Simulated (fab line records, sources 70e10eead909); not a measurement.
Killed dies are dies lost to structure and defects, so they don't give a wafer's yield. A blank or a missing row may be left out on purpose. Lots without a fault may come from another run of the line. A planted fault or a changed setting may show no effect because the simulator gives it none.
Which tool did it? | flow nand_harc | 12 lots, 36 wafers sampled, at 5 steps of a route of 1302

WHAT THE GAUGES READ, wafer by wafer
NHARC_END_SORT_01. Usual: killed_at_array 50, standard deviation 16; killed_at_other 0.8, standard deviation 1; killed_at_periphery 4, standard deviation 3.1; killed_dies 54, standard deviation 16; killed_open 3.2, standard deviation 2; killed_short 2.5, standard deviation 1.6.
lot  | measured     | on        | killed_at_array | killed_at_other | killed_at_periphery | killed_dies | killed_open | killed_short | flag
L992 | day 31 22:04 | prober-01 | 46 32 46        | 2 3 1           | 7 3 2               | 55 38 49    | 2 2 1       | 1 2 1        |

WHICH TOOL RAN EACH LOT (tool, then ch and the chambers of the sampled wafers, then the start)
lot  | NHARC_A_SLIT_DEP_00           | NHARC_A_SLIT_ETCH_15               | NHARC_A_SLIT_ETCH_26             | NHARC_A_SLIT_ETCH_29
L975 | acl_dep-02 ch 0, day 20 00:25 | rie_diel-11 ch 1,3, day 20 04:44   | har_etch-02 ch 0,1, day 20 09:16 | rie_diel-11 ch 0,3, day 20 10:10
L976 | acl_dep-02 ch 0, day 20 08:52 | rie_diel-02 ch 0,3, day 20 13:14   | har_etch-02 ch 0,1, day 20 17:53 | rie_diel-02 ch 1,2,3, day 20 18:47
L979 | acl_dep-01 ch 0, day 22 07:37 | rie_diel-02 ch 1,2,3, day 22 12:23 | har_etch-02 ch 0,1, day 22 16:58 | rie_diel-02 ch 0,3, day 22 17:51
L982 | acl_dep-03 ch 0, day 22 08:47 | rie_diel-02 ch 0,1, day 22 13:41   | har_etch-01 ch 0,1, day 22 18:16 | rie_diel-11 ch 1,3, day 22 19:10
L986 | acl_dep-02 ch 0, day 24 19:26 | rie_diel-11 ch 1,3, day 24 23:30   | har_etch-02 ch 0,1, day 25 04:31 | rie_diel-06 ch 0,1,2, day 25 05:22
L988 | acl_dep-01 ch 0, day 25 16:08 | rie_diel-02 ch 0,1, day 25 21:04   | har_etch-02 ch 0,1, day 26 02:08 | rie_diel-02 ch 0,3, day 26 03:00
L992 | acl_dep-02 ch 0, day 27 08:01 | rie_diel-06 ch 0,1,3, day 27 12:56 | har_etch-02 ch 0,1, day 27 17:25 | rie_diel-02 ch 0,3, day 27 18:16
L993 | acl_dep-01 ch 0, day 27 08:19 | rie_diel-02 ch 0,2,3, day 27 13:18 | har_etch-01 ch 0,1, day 27 19:16 | rie_diel-06 ch 0,1,3, day 27 20:10
L994 | acl_dep-01 ch 0, day 27 18:48 | rie_diel-02 ch 2,3, day 27 23:40   | har_etch-02 ch 0,1, day 28 05:29 | rie_diel-11 ch 0,1,3, day 28 06:22
L995 | acl_dep-01 ch 0, day 28 03:52 | rie_diel-06 ch 0,2, day 28 07:27   | har_etch-02 ch 0,1, day 28 14:58 | rie_diel-02 ch 0,2,3, day 28 15:47
L996 | acl_dep-02 ch 0, day 29 05:44 | rie_diel-11 ch 0,1,2, day 29 09:19 | har_etch-02 ch 0,1, day 29 14:00 | rie_diel-06 ch 1,2, day 29 14:49
L997 | acl_dep-01 ch 0, day 29 11:35 | rie_diel-11 ch 0,2,3, day 29 15:15 | har_etch-02 ch 0,1, day 29 21:58 | rie_diel-02 ch 0,2,3, day 29 22:49
- NHARC_A_SLIT_DEP_00: deposits aC, target thk 6200 nm.
- NHARC_A_SLIT_ETCH_15: etches the open film in O2/COS, target depth 6200 nm, time 1612 s.
- NHARC_A_SLIT_ETCH_26: etches the open film in C4F8/O2/Ar, time 90 s, target depth 400 nm.
- NHARC_A_SLIT_ETCH_29: etches the open film in CF4/O2, target depth 100 nm, overetch 10 nm, time 55 s.

WHAT THE TOOLS THEMSELVES READ (means of the sampled wafers that have a number; where no wafer has one, the mark that the record gives instead)
NHARC_A_SLIT_DEP_00. Usual: throttle_valve_pct 35.000 %, standard deviation 0.0084.
lot  | tool       | throttle_valve_pct (%) | flag
L975 | acl_dep-02 | 35.004                 |
L976 | acl_dep-02 | 34.995                 |
L979 | acl_dep-01 | 35.002                 |
L982 | acl_dep-03 | 34.992                 |
L986 | acl_dep-02 | 35.002                 |
L988 | acl_dep-01 | 35.000                 |
L992 | acl_dep-02 | 34.999                 |
L993 | acl_dep-01 | 34.995                 |
L994 | acl_dep-01 | 34.999                 |
L995 | acl_dep-01 | 34.996                 |
L996 | acl_dep-02 | 35.004                 |
L997 | acl_dep-01 | 34.997                 |

NHARC_A_SLIT_ETCH_15. Usual: drypump_motor_current_A 5.7 A, standard deviation 0.4; oes_product_au 0.997 a.u., standard deviation 0.011; rf_vpp_V 313.7 V, standard deviation 1.6; showerhead_plenum_p_Torr 3.08 Torr, standard deviation 0.093; throttle_valve_pct 28.330 %, standard deviation 0.0097.
lot  | tool        | drypump_motor_current_A (A) | oes_product_au (a.u.) | rf_vpp_V (V) | showerhead_plenum_p_Torr (Torr) | throttle_valve_pct (%) | flag
L975 | rie_diel-11 | 5.5                         | 0.988                 | 314.4        | 3.10                            | 28.338                 |
L976 | rie_diel-02 | 6.1                         | 0.982                 | 312.5        | 2.98                            | 28.335                 |
L979 | rie_diel-02 | 5.7                         | 1.244                 | 313.7        | 3.04                            | 28.324                 | OFF
L982 | rie_diel-02 | 5.8                         | 1.244                 | 313.2        | 3.03                            | 28.322                 | OFF
L986 | rie_diel-11 | 5.6                         | 0.987                 | 313.3        | 3.09                            | 28.331                 |
L988 | rie_diel-02 | 5.8                         | 0.995                 | 313.5        | 3.03                            | 28.333                 |
L992 | rie_diel-06 | 5.6                         | 0.995                 | 314.0        | 3.13                            | 28.323                 |
L993 | rie_diel-02 | 5.6                         | 0.998                 | 311.3        | 2.96                            | 28.336                 |
L994 | rie_diel-02 | 5.4                         | 0.996                 | 312.3        | 2.96                            | 28.332                 |
L995 | rie_diel-06 | 5.6                         | 1.002                 | 312.6        | 3.02                            | 28.331                 |
L996 | rie_diel-11 | 5.7                         | 1.003                 | 313.9        | 3.12                            | 28.333                 |
L997 | rie_diel-11 | 5.9                         | 1.004                 | 313.9        | 3.11                            | 28.333                 |

NHARC_A_SLIT_ETCH_26. Usual: c4f8_flow_sccm 41.70 sccm, standard deviation 0.12; drypump_motor_current_A 5.4 A, standard deviation 0.31; showerhead_plenum_p_Torr 3.72 Torr, standard deviation 0.17; throttle_valve_pct 27.620 %, standard deviation 0.0091.
lot  | tool        | c4f8_flow_sccm (sccm) | drypump_motor_current_A (A) | showerhead_plenum_p_Torr (Torr) | throttle_valve_pct (%) | flag
L975 | har_etch-02 | 41.72                 | 5.5                         | 3.88                            | 27.626                 |
L976 | har_etch-02 | 41.75                 | 5.2                         | 3.80                            | 27.617                 |
L979 | har_etch-02 | 41.67                 | 5.5                         | 3.86                            | 27.620                 |
L982 | har_etch-01 | 41.63                 | 5.4                         | 3.53                            | 27.619                 |
L986 | har_etch-02 | 41.60                 | 5.5                         | 3.84                            | 27.617                 |
L988 | har_etch-02 | 41.76                 | 5.2                         | 3.76                            | 27.617                 |
L992 | har_etch-02 | 41.51                 | 5.2                         | 3.75                            | 27.622                 |
L993 | har_etch-01 | 41.65                 | 5.4                         | 3.49                            | 27.623                 |
L994 | har_etch-02 | 41.69                 | 5.2                         | 3.74                            | 27.616                 |
L995 | har_etch-02 | 41.70                 | 5.5                         | 3.81                            | 27.610                 |
L996 | har_etch-02 | 41.72                 | 5.2                         | 3.73                            | 27.619                 |
L997 | har_etch-02 | 41.69                 | 5.5                         | 3.79                            | 27.625                 |

NHARC_A_SLIT_ETCH_29. Usual: cf4_flow_sccm 80.03 sccm, standard deviation 0.24; drypump_motor_current_A 5.8 A, standard deviation 0.38; oes_product_au 0.994 a.u., standard deviation 0.011; rf_vpp_V 197.4 V, standard deviation 1.2; showerhead_plenum_p_Torr 1.32 Torr, standard deviation 0.043; throttle_valve_pct 13.397 %, standard deviation 0.0097.
lot  | tool        | cf4_flow_sccm (sccm) | drypump_motor_current_A (A) | oes_product_au (a.u.) | rf_vpp_V (V) | showerhead_plenum_p_Torr (Torr) | throttle_valve_pct (%) | flag
L975 | rie_diel-11 | 80.09                | 5.7                         | 0.994                 | 198.4        | 1.32                            | 13.395                 |
L976 | rie_diel-02 | 80.10                | 5.7                         | 1.000                 | 197.0        | 1.30                            | 13.398                 |
L979 | rie_diel-02 | 79.79                | 5.9                         | 0.989                 | 197.3        | 1.27                            | 13.399                 |
L982 | rie_diel-11 | 80.22                | 5.7                         | 0.991                 | 197.1        | 1.32                            | 13.389                 |
L986 | rie_diel-06 | 80.17                | 5.7                         | 0.999                 | 197.9        | 1.31                            | 13.404                 |
L988 | rie_diel-02 | 80.08                | 5.9                         | 0.983                 | 196.4        | 1.27                            | 13.392                 |
L992 | rie_diel-02 | 79.80                | 5.9                         | 0.989                 | 197.1        | 1.27                            | 13.398                 |
L993 | rie_diel-06 | 80.11                | 5.6                         | 0.991                 | 197.5        | 1.34                            | 13.395                 |
L994 | rie_diel-11 | 80.10                | 5.6                         | 0.999                 | 197.3        | 1.32                            | 13.408                 |
L995 | rie_diel-02 | 80.04                | 5.7                         | 0.994                 | 196.0        | 1.26                            | 13.394                 |
L996 | rie_diel-06 | 79.87                | 5.8                         | 0.995                 | 197.9        | 1.34                            | 13.392                 |
L997 | rie_diel-02 | 79.95                | 5.6                         | 0.990                 | 197.2        | 1.26                            | 13.387                 |

THE ANSWER, worked out from the rows above alone
Rule: a lot is off if the mean of its wafers that have a number lies more than 3 standard deviations from the usual mean. A lot without any number at a reading at which 4 lots or more have one is off too. The other lots that the step has rows for count as sound. The gauges are gone through in route order, then the tools' own readings, and for those a lot's mean is taken as printed above. The first step at which some lot is off is used, and at that step the reading that is off furthest; a lot without a number counts as furthest.
Off: L979, L982, at NHARC_A_SLIT_ETCH_15 (oes_product_au).
A tool fits if, at that step or a process step before it, it ran every lot that is off, and no sound lot after the first of them. None of those tried fits.

WHAT THE SIMULATOR HAD PUT IN
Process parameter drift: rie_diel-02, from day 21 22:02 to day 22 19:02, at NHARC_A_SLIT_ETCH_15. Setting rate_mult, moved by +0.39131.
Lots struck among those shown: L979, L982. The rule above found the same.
